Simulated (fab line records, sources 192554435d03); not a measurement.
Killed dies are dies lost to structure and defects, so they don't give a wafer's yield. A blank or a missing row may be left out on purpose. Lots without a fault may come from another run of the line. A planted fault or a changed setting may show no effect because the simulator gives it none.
Chamber matching | flow n5_finfet | N5_BEOL_M0_TRENCH_ETCH_107 on rie_diel-02: 4 sister chambers
The step etches SiOC in C4F6/O2, target depth 32.8 nm, time 16.4 s. 16 wafers are shown with their chamber, then 8 later ones without.

WAFERS WITH THEIR CHAMBER
wafer  | chamber | drypump_motor_current_A (A) | rf_vpp_V (V) | throttle_valve_pct (%)
L075.1 | 3       | 6.6                         | 651          | 20.55
L075.5 | 2       | 5.4                         | 658          | 21.12
L075.6 | 3       | 6.6                         | 654          | 20.54
L080.2 | 2       | 5.4                         | 668          | 20.76
L080.3 | 1       | 5.4                         | 662          | 21.00
L080.6 | 0       | 5.6                         | 646          | 20.81
L086.1 | 3       | 6.5                         | 652          | 20.57
L086.5 | 3       | 6.5                         | 652          | 20.57
L086.6 | 2       | 5.4                         | 671          | 20.75
L089.1 | 3       | 6.6                         | 652          | 20.58
L089.2 | 0       | 5.6                         | 646          | 20.83
L089.5 | 2       | 5.5                         | 669          | 20.77
L088.1 | 3       | 6.5                         | 653          | 20.59
L088.3 | 0       | 5.6                         | 645          | 20.84
L088.5 | 0       | 5.6                         | 648          | 20.85
L092.1 | 3       | 6.6                         | 652          | 20.60

SIGNATURES (means of the wafers above)
reading                 | chamber 0 | chamber 1 | chamber 2 | chamber 3 | scatter within a chamber
drypump_motor_current_A | 5.600     | 5.400     | 5.425     | 6.557     | 0.0453
rf_vpp_V                | 646.25    | 662.00    | 666.50    | 652.29    | 3.04
throttle_valve_pct      | 20.8325   | 21.0000   | 20.8500   | 20.5714   | 0.0917
Rule: a wafer's distance from a chamber is the root of the sum, over the readings, of the square of ((its reading less the chamber's mean) divided by the reading's scatter). The wafer belongs to the nearest chamber; if the next one is less than 2 further off, it can't be placed. The scatter: the root of (the sum of the squares of (reading less its chamber's mean) over the shown wafers, divided by (wafers less chambers)).

WAFERS WITHOUT THEIR CHAMBER
wafer  | drypump_motor_current_A (A) | rf_vpp_V (V) | throttle_valve_pct (%)
L092.2 | 5.6                         | 647          | 20.86
L092.3 | 5.4                         | 669          | 20.78
L093.1 | 5.4                         | 668          | 20.80
L093.4 | 5.4                         | 670          | 20.79
L093.5 | 5.6                         | 645          | 20.85
L095.2 | 5.6                         | 644          | 20.84
L095.3 | 6.6                         | 653          | 20.60
L095.4 | 5.6                         | 646          | 20.86

WHICH CHAMBER EACH WENT THROUGH
wafer  | from the rows above | in truth
L092.2 | 0                   | 0
L092.3 | 2                   | 2
L093.1 | 2                   | 2
L093.4 | 2                   | 2
L093.5 | 0                   | 0
L095.2 | 0                   | 0
L095.3 | 3                   | 3
L095.4 | 0                   | 0
Placed correctly: 8 of 8. Can't be placed from these rows: 0. Placed wrongly: 0.
